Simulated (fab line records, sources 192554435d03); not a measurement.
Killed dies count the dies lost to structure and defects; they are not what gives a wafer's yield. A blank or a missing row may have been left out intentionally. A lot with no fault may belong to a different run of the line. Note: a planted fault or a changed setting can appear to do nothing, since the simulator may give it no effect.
Chamber matching + flow n5 finfet + N5_BEOL_M2_ETCH_64 on rie diel-01: 4 sister chambers
The step etches SOC in N2/H2, target depth 75 nm, overetch 22.5 nm, time 121.9 s. 16 wafers are shown with their chamber, then 8 later ones without.

## WAFERS PAIRED WITH THEIR CHAMBERS
| wafer  | chamber | showerhead plenum p Torr (Torr) | drypump motor current A (A) | throttle valve pct (%) |
|--------|---------|---------------------------------|-----------------------------|------------------------|
| L076.1 | 0       | 2.59                            | 6.5                         | 17.6                   |
| L076.2 | 1       | 2.43                            | 5.7                         | 17.9                   |
| L076.4 | 3       | 2.68                            | 5.7                         | 18.1                   |
| L078.2 | 3       | 2.68                            | 5.7                         | 18.1                   |
| L078.3 | 2       | 2.73                            | 5.0                         | 18.0                   |
| L078.5 | 3       | 2.68                            | 5.7                         | 18.1                   |
| L080.1 | 2       | 2.73                            | 5.1                         | 18.0                   |
| L080.2 | 1       | 2.43                            | 5.7                         | 17.9                   |
| L080.4 | 0       | 2.59                            | 6.5                         | 17.6                   |
| L083.1 | 1       | 2.43                            | 5.8                         | 17.9                   |
| L083.2 | 0       | 2.59                            | 6.5                         | 17.6                   |
| L083.5 | 2       | 2.73                            | 5.0                         | 18.0                   |
| L089.3 | 3       | 2.67                            | 5.7                         | 18.2                   |
| L089.4 | 2       | 2.72                            | 5.0                         | 18.0                   |
| L089.6 | 0       | 2.58                            | 6.5                         | 17.7                   |
| L092.2 | 3       | 2.67                            | 5.7                         | 18.2                   |

SIGNATURES, as means of the wafers listed above
| reading                  | chamber 0 | chamber 1 | chamber 2 | chamber 3 | scatter within a chamber |
|--------------------------|-----------|-----------|-----------|-----------|--------------------------|
| showerhead plenum p Torr | 2.5875    | 2.4300    | 2.7275    | 2.6760    | 0.00474                  |
| drypump motor current A  | 6.500     | 5.733     | 5.025     | 5.700     | 0.0344                   |
| throttle valve pct       | 17.625    | 17.900    | 18.000    | 18.140    | 0.0403                   |
Rule: for each reading, subtract the chamber's mean from the wafer's reading, divide by that reading's scatter and square the result; add these up over the readings and take the root, which gives the wafer's distance from the chamber. If the next closest chamber is less than 2 further off than the closest, the wafer can't be placed; otherwise it belongs to the closest. The scatter is the square root of a quotient: the sum, over the shown wafers, of each reading's squared deviation from its chamber's mean, divided by wafers minus chambers.

## WAFERS WITH NO CHAMBER GIVEN
| wafer  | showerhead plenum p Torr (Torr) | drypump motor current A (A) | throttle valve pct (%) |
|--------|---------------------------------|-----------------------------|------------------------|
| L092.4 | 2.58                            | 6.5                         | 17.7                   |
| L092.5 | 2.42                            | 5.8                         | 18.0                   |
| L094.2 | 2.71                            | 5.0                         | 18.0                   |
| L094.4 | 2.66                            | 5.7                         | 18.2                   |
| L094.6 | 2.57                            | 6.5                         | 17.7                   |
| L097.2 | 2.41                            | 5.8                         | 18.0                   |
| L097.3 | 2.71                            | 5.0                         | 18.0                   |
| L097.4 | 2.66                            | 5.7                         | 18.2                   |

## WHICH CHAMBER EACH WENT THROUGH
| wafer  | from the rows above | in truth |
|--------|---------------------|----------|
| L092.4 | 0                   | 0        |
| L092.5 | 1                   | 1        |
| L094.2 | 2                   | 2        |
| L094.4 | 3                   | 3        |
| L094.6 | 0                   | 0        |
| L097.2 | 1                   | 1        |
| L097.3 | 2                   | 2        |
| L097.4 | 3                   | 3        |
Correct placement for 8 of the 8. Can't be placed from these rows: 0. 0 placed wrongly.
